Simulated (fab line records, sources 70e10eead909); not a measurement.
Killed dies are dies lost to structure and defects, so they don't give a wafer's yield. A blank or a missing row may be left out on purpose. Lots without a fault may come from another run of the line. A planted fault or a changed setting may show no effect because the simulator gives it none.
A struck lot beside a sound one | flow nand_harc | 20 steps out of a route of 1302
Sound: wafers L748.1, L748.4, L748.5. Struck: wafers L750.3, L750.4, L750.5. The cause comes at the end.
At each step with rows: each side's tool, then ch and its chambers, then its first start. Under that, the readings that differ: sound wafers | struck wafers | difference of the means | sigmas: that difference in standard deviations of wafers without a fault.
alike: readings whose means differ by less than 2 such deviations, and words and numbers that are the same on both sides. not compared: withheld readings, readings that some wafer has no value for, bounds like >300 that may hide the same value, and numbers for which the record gives no deviation and whose values overlap.
The two part at a step that has a row with sigmas, a row that says differs or no value, or rows on one side only. Numbers that don't overlap but have no deviation are shown without sigmas and don't part them. A reading that every wafer of one side lacks parts them only if that side has two wafers or more.

NHARC_P_ZERO_WELL_CD_MEAS_37: target cd 720 nm.
  sound on cd_sem-02 ch 0, day 3 06:33; struck on cd_sem-03 ch 0, day 4 01:55
  alike: cd_nm
then, 1 step without rows for these wafers: NHARC_P_ZERO_WELL_HARDBAKE_38 (time 80 s).
NHARC_P_ZERO_WELL_DESCUM_39: chemistry O2, time 3 s.
  sound on rie_diel-13 ch 0,2,3, day 3 08:12; struck on rie_diel-06 ch 0,2,3, day 4 02:06
  alike: chamber_pressure_mTorr, drypump_motor_current_A, oes_product_au, rf_vpp_V, showerhead_plenum_p_Torr, throttle_valve_pct
  not compared: rf_hours_counter_h
then, 9 steps without rows for these wafers: NHARC_P_ZERO_WELL_IMPLANT_40; NHARC_P_ZERO_WELL_IMPLANT_59; NHARC_P_ZERO_WELL_IMPLANT_60; NHARC_P_ZERO_WELL_STRIP_41 (strips in SPM, time 840 s); NHARC_P_ZERO_WELL_DEHYDRATE_44 (time 120 s); NHARC_P_ZERO_WELL_HMDS_45 (time 30 s); NHARC_P_ZERO_WELL_COAT_46; NHARC_P_ZERO_WELL_SOFTBAKE_47 (time 95 s); NHARC_P_ZERO_WELL_EBR_48.
NHARC_P_ZERO_WELL_EXPOSE_49: exposes mask P HVPW, target cd 2000 nm.
  sound on krf_scanner-04 ch 0, day 3 09:25; struck on krf_scanner-03 ch 0, day 4 03:17
  reading | sound                      | struck                              | difference | sigmas
  mask    | P_HVPW#0 P_HVPW#0 P_HVPW#0 | P_HVPW_R1#0 P_HVPW_R1#0 P_HVPW_R1#0 | differs    |
  alike: focus_offset_nm
then, 2 steps without rows for these wafers: NHARC_P_ZERO_WELL_PEB_50 (peb time 85 s); NHARC_P_ZERO_WELL_DEVELOP_51 (time 70 s).
NHARC_P_ZERO_WELL_CD_MEAS_52: target cd 2000 nm.
  sound on cd_sem-02 ch 0, day 3 09:34; struck on cd_sem-02 ch 0, day 4 03:26
  reading    | sound                | struck               | difference | sigmas
  cd_nm (nm) | 1999.7 2004.2 2004.2 | 1982.6 1984.7 1985.2 | -18.5      | -8
then, 1 step without rows for these wafers: NHARC_P_ZERO_WELL_HARDBAKE_53 (time 80 s).
NHARC_P_ZERO_WELL_DESCUM_54: chemistry O2, time 3 s.
  sound on rie_diel-06 ch 1,2,3, day 3 09:45; struck on rie_diel-09 ch 2,3, day 4 03:35
  reading                      | sound          | struck         | difference | sigmas
  model.P_ZERO_WELL.cd_nm (nm) | 2000 2004 2004 | 1982 1984 1985 | -19        |
  alike: chamber_pressure_mTorr, drypump_motor_current_A, oes_product_au, rf_vpp_V, showerhead_plenum_p_Torr, throttle_valve_pct
  not compared: rf_hours_counter_h
then, 1 step without rows for these wafers: NHARC_P_ZERO_WELL_IMPLANT_55.
NHARC_END_SORT_01:
  the record has rows for the sound wafers here (prober-02 ch 0, day 25 04:28) and none for the struck ones

WHERE THEY PART
First at NHARC_P_ZERO_WELL_EXPOSE_49; last, within this record, at NHARC_END_SORT_01.

WHY: what the simulator had put in
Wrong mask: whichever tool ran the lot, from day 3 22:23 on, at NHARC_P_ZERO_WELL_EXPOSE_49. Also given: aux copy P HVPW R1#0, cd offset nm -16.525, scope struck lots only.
